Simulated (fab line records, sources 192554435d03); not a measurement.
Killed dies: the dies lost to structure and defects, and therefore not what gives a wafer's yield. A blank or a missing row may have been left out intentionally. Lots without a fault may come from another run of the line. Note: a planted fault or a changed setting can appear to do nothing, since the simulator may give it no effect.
Chamber matching || flow n5-finfet || 4 sister chambers for N5_BEOL_M10_VIA_ETCH_34 on rie-diel-01
The step etches SiCOH lowk in C4F6/O2, target depth 184.5 nm, time 69.2 s. 20 wafers are shown with their chamber, then 10 later ones without.

## EACH WAFER AND ITS CHAMBER
{"wafer": "L076.2", "chamber": 3, "drypump-motor-current-A (A)": 4.9, "rf-vpp-V (V)": 669, "throttle-valve-pct (%)": 20.31}
{"wafer": "L076.5", "chamber": 0, "drypump-motor-current-A (A)": 4.9, "rf-vpp-V (V)": 698, "throttle-valve-pct (%)": 20.89}
{"wafer": "L076.6", "chamber": 3, "drypump-motor-current-A (A)": 4.9, "rf-vpp-V (V)": 670, "throttle-valve-pct (%)": 20.28}
{"wafer": "L083.3", "chamber": 2, "drypump-motor-current-A (A)": 6.3, "rf-vpp-V (V)": 648, "throttle-valve-pct (%)": 20.63}
{"wafer": "L083.5", "chamber": 3, "drypump-motor-current-A (A)": 4.9, "rf-vpp-V (V)": 671, "throttle-valve-pct (%)": 20.29}
{"wafer": "L083.6", "chamber": 0, "drypump-motor-current-A (A)": 4.9, "rf-vpp-V (V)": 696, "throttle-valve-pct (%)": 20.90}
{"wafer": "L086.1", "chamber": 0, "drypump-motor-current-A (A)": 4.9, "rf-vpp-V (V)": 698, "throttle-valve-pct (%)": 20.88}
{"wafer": "L086.2", "chamber": 3, "drypump-motor-current-A (A)": 4.8, "rf-vpp-V (V)": 670, "throttle-valve-pct (%)": 20.31}
{"wafer": "L086.5", "chamber": 2, "drypump-motor-current-A (A)": 6.3, "rf-vpp-V (V)": 650, "throttle-valve-pct (%)": 20.65}
{"wafer": "L087.1", "chamber": 1, "drypump-motor-current-A (A)": 4.7, "rf-vpp-V (V)": 642, "throttle-valve-pct (%)": 21.11}
{"wafer": "L087.4", "chamber": 3, "drypump-motor-current-A (A)": 4.9, "rf-vpp-V (V)": 670, "throttle-valve-pct (%)": 20.34}
{"wafer": "L087.6", "chamber": 3, "drypump-motor-current-A (A)": 4.9, "rf-vpp-V (V)": 672, "throttle-valve-pct (%)": 20.34}
{"wafer": "L088.1", "chamber": 2, "drypump-motor-current-A (A)": 6.3, "rf-vpp-V (V)": 647, "throttle-valve-pct (%)": 20.64}
{"wafer": "L088.3", "chamber": 1, "drypump-motor-current-A (A)": 4.7, "rf-vpp-V (V)": 641, "throttle-valve-pct (%)": 21.11}
{"wafer": "L088.6", "chamber": 1, "drypump-motor-current-A (A)": 4.7, "rf-vpp-V (V)": 642, "throttle-valve-pct (%)": 21.12}
{"wafer": "L090.2", "chamber": 3, "drypump-motor-current-A (A)": 4.9, "rf-vpp-V (V)": 669, "throttle-valve-pct (%)": 20.32}
{"wafer": "L090.5", "chamber": 3, "drypump-motor-current-A (A)": 4.9, "rf-vpp-V (V)": 670, "throttle-valve-pct (%)": 20.33}
{"wafer": "L090.6", "chamber": 2, "drypump-motor-current-A (A)": 6.3, "rf-vpp-V (V)": 649, "throttle-valve-pct (%)": 20.66}
{"wafer": "L093.3", "chamber": 0, "drypump-motor-current-A (A)": 4.9, "rf-vpp-V (V)": 698, "throttle-valve-pct (%)": 20.93}
{"wafer": "L093.5", "chamber": 2, "drypump-motor-current-A (A)": 6.3, "rf-vpp-V (V)": 648, "throttle-valve-pct (%)": 20.67}

SIGNATURES, as means of the wafers listed above
{"reading": "drypump-motor-current-A", "chamber 0": 4.900, "chamber 1": 4.700, "chamber 2": 6.300, "chamber 3": 4.888, "scatter within a chamber": 0.0234}
{"reading": "rf-vpp-V", "chamber 0": 697.50, "chamber 1": 641.67, "chamber 2": 648.40, "chamber 3": 670.12, "scatter within a chamber": 0.992}
{"reading": "throttle-valve-pct", "chamber 0": 20.9000, "chamber 1": 21.1133, "chamber 2": 20.6500, "chamber 3": 20.3150, "scatter within a chamber": 0.0191}
Rule: a wafer's distance from a chamber is the root of the sum, over the readings, of the square of ((its reading less the chamber's mean) divided by the reading's scatter). If the next closest chamber is less than 2 further off than the closest, the wafer can't be placed; otherwise it belongs to the closest. The scatter is the square root of a quotient: the sum, over the shown wafers, of each reading's squared deviation from its chamber's mean, divided by wafers minus chambers.

## WAFERS WITHOUT THEIR CHAMBER
{"wafer": "L093.6", "drypump-motor-current-A (A)": 4.8, "rf-vpp-V (V)": 670, "throttle-valve-pct (%)": 20.34}
{"wafer": "L095.3", "drypump-motor-current-A (A)": 4.8, "rf-vpp-V (V)": 670, "throttle-valve-pct (%)": 20.36}
{"wafer": "L095.4", "drypump-motor-current-A (A)": 4.9, "rf-vpp-V (V)": 670, "throttle-valve-pct (%)": 20.34}
{"wafer": "L095.5", "drypump-motor-current-A (A)": 6.3, "rf-vpp-V (V)": 647, "throttle-valve-pct (%)": 20.69}
{"wafer": "L097.1", "drypump-motor-current-A (A)": 4.9, "rf-vpp-V (V)": 671, "throttle-valve-pct (%)": 20.35}
{"wafer": "L097.2", "drypump-motor-current-A (A)": 4.7, "rf-vpp-V (V)": 641, "throttle-valve-pct (%)": 20.72}
{"wafer": "L097.6", "drypump-motor-current-A (A)": 4.8, "rf-vpp-V (V)": 670, "throttle-valve-pct (%)": 20.36}
{"wafer": "L096.3", "drypump-motor-current-A (A)": 6.3, "rf-vpp-V (V)": 647, "throttle-valve-pct (%)": 20.69}
{"wafer": "L096.5", "drypump-motor-current-A (A)": 4.9, "rf-vpp-V (V)": 669, "throttle-valve-pct (%)": 20.35}
{"wafer": "L096.6", "drypump-motor-current-A (A)": 4.9, "rf-vpp-V (V)": 696, "throttle-valve-pct (%)": 20.95}

## THE CHAMBER EACH PASSED THROUGH
{"wafer": "L093.6", "from the rows above": 3, "in truth": 3}
{"wafer": "L095.3", "from the rows above": 3, "in truth": 3}
{"wafer": "L095.4", "from the rows above": 3, "in truth": 3}
{"wafer": "L095.5", "from the rows above": 2, "in truth": 2}
{"wafer": "L097.1", "from the rows above": 3, "in truth": 3}
{"wafer": "L097.2", "from the rows above": 1, "in truth": 1}
{"wafer": "L097.6", "from the rows above": 3, "in truth": 3}
{"wafer": "L096.3", "from the rows above": 2, "in truth": 2}
{"wafer": "L096.5", "from the rows above": 3, "in truth": 3}
{"wafer": "L096.6", "from the rows above": 0, "in truth": 0}
Placed correctly: 10 of 10. Number that these rows cannot place: 0. Placed wrongly: 0.
